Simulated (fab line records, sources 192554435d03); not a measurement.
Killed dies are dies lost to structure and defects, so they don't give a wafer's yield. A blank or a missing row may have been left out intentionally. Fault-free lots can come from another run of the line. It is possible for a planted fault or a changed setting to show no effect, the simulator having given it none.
Struck lot and sound lot, side by side ; flow n5-finfet ; 16 steps out of a route of 1938
Sound: the wafers L169.1, L169.3, L169.4. Struck: wafer L159.4; the same lot's L159.3 was not struck, so it is left out; see the end for the cause.
Each step with rows lists, per side, the tool, then ch with its chambers, then its first start. Under that, the readings that differ: sound wafers ; struck wafers ; difference of the means ; sigmas: that difference in standard deviations of wafers without a fault.
alike: a reading whose means differ by less than 2 such deviations, as well as words and numbers matching on both sides. not compared: withheld readings; readings where some wafer has no value; bounds like >300 that might hide an equal value; numbers whose values overlap and for which the record gives no deviation.
A row with sigmas, a row that says differs or no value, or rows on one side alone: a step with any of these is where the two part. When numbers do not overlap yet have no deviation, they are printed without sigmas and do not part them. A reading that every wafer of one side lacks parts them only if that side has two wafers or more.

N5_MOL_CONTACT_COAG_VIA_ETCH_117: etches SiO2 in C4F6/O2, target depth 40 nm, overetch 8 nm, time 26 s.
  sound on rie-diel-02 ch 1,2,3, day 10 11:13; struck on rie-diel-01 ch 1, day 8 02:19
reading;sound;struck;difference;sigmas
oes_o_777_au (a.u.);0.70 0.72 0.75;0.91;+0.19;+3
oes-product-au (a.u.);0.63 0.65 0.67;0.81;+0.16;+3
rf-hours-counter-h (h);215 198 161;25;-166;
throttle-valve-pct (%);41.6 41.9 41.3;40.8;-0.8;-3
  alike: drypump-motor-current-A, rf-vpp-V, showerhead-plenum-p-Torr
N5_MOL_CONTACT_COAG_ETCH_124: etches SiNx in CH3F/O2, stops on SiOC, target depth 6.5 nm.
  sound on rie-diel-02 ch 1,2,3, day 10 11:14; struck on rie-diel-01 ch 1, day 8 02:20
reading;sound;struck;difference;sigmas
oes_o_777_au (a.u.);0.71 0.73 0.74;0.89;+0.16;+2
oes-product-au (a.u.);0.61 0.62 0.63;0.78;+0.16;+3
rf-hours-counter-h (h);215 198 161;25;-166;
throttle-valve-pct (%);16.82 16.77 16.36;16.20;-0.45;-2
  alike: drypump-motor-current-A, rf-vpp-V, showerhead-plenum-p-Torr
N5_MOL_CONTACT_COAG_ETCH_48: etches SiOC in C4F6/O2, target depth 15 nm, overetch 4.5 nm, time 17 s.
  sound on rie-diel-02 ch 1,2,3, day 10 11:17; struck on rie-diel-01 ch 1, day 8 02:22
reading;sound;struck;difference;sigmas
oes_o_777_au (a.u.);0.70 0.72 0.74;0.90;+0.18;+3
oes-product-au (a.u.);0.60 0.65 0.65;0.83;+0.20;+3
rf-hours-counter-h (h);215 198 161;25;-166;
throttle-valve-pct (%);41.1 41.4 40.8;40.4;-0.7;-2
  alike: drypump-motor-current-A, rf-vpp-V, showerhead-plenum-p-Torr
N5_MOL_CONTACT_COAG_STRIP_72: strips in N2/H2.
  sound on rie-diel-02 ch 1,2,3, day 10 11:20; struck on rie-diel-01 ch 1, day 8 02:26
reading;sound;struck;difference;sigmas
oes-product-au (a.u.);0.71 0.71 0.75;0.93;+0.21;+3
rf-hours-counter-h (h);215 198 161;25;-166;
throttle-valve-pct (%);24.11 24.41 23.65;23.22;-0.84;-3
  alike: drypump-motor-current-A, h2-flow-sccm, rf-vpp-V, showerhead-plenum-p-Torr
then, 3 steps without rows for these wafers: N5_MOL_CONTACT_COAG_STRIP_49 (strips in N2/H2, time 30 s); N5_MOL_CONTACT_COAG_PRECLEAN_138 (cleans in alkaline clean, time 60 s); N5_MOL_CONTACT_COAG_SRD_139 (time 30 s).
N5_MOL_CONTACT_COAG_CD_MEAS_101: target cd 16 nm.
  sound on cd-sem-01, day 10 11:34; struck on cd-sem-01, day 8 02:40
reading;sound;struck;difference;sigmas
cd-nm (nm);15.7 15.7 15.4;16.8;+1.2;+3
following that, these wafers have no rows for 1 step: N5_MOL_CONTACT_COAG_PRE_CLEAN_121.
N5_MOL_CONTACT_COAG_CVD_140: deposits W, target thk 66.5 nm, time 215 s.
  sound on cvd-w-01 ch 0,1, day 10 11:41; struck on cvd-w-02 ch 1, day 8 02:52
  alike: heater-power-w
then, 2 steps without rows for these wafers: N5_MOL_CONTACT_COAG_PRECLEAN_127 (cleans in DIW, time 57.5 s); N5_MOL_CONTACT_COAG_SRD_128 (dry time 32 s).
N5_MOL_CONTACT_COAG_CMP_52: polishes, stops on SiO2, t overpolish 1.5 s, target thk 66.5 nm.
  sound on cmp-01 ch 1,2,3, day 10 12:01; struck on cmp-01 ch 3, day 8 03:07
reading;sound;struck;difference;sigmas
overpolish-run-s (s);1.490 1.510 1.488;0.034;-1.462;-99 or more
time-to-endpoint-s (s);12.9 10.6 16.7;26.0;+12.6;+5
  alike: motor-current-A
then, 1 step without rows for these wafers: N5_MOL_CONTACT_COAG_ANNEAL_112 (time 1800 s).
N5_MOL_CONTACT_COAG_INSPECT_97: inspects for defects (darkfield).
  sound on defect-inspect-01, day 10 15:22; struck on defect-inspect-01, day 8 06:29
reading;sound;struck;difference;sigmas
raw-defect-count;31 61 37;1157;+1114;+62
-- a jump in the record: the struck wafers' starts before and after are 8 days apart (it breaks off in module MOL_CONTACT_COAG and resumes in module PASSIVATION, where the first step shown is number 1936 of the route) --
N5_PASSIVATION_PROBE_49:
  sound on prober-01, day 18 09:44; struck on prober-02, day 16 05:10
reading;sound;struck;difference;sigmas
killed-at-contacts;13 10 13;1090;+1078;+99 or more
killed-dies;100 85 89;1180;+1089;+60
killed-on-rim;9 14 12;152;+140;+34
  alike: killed_at_M0_to_M3, killed_at_M4_up, killed-at-front-end, killed-at-other, killed-open, killed-short

## WHERE THEY PART
Earliest at N5_MOL_CONTACT_COAG_VIA_ETCH_117; latest, in this record, at N5_PASSIVATION_PROBE_49.

WHY: whatever the simulator had introduced
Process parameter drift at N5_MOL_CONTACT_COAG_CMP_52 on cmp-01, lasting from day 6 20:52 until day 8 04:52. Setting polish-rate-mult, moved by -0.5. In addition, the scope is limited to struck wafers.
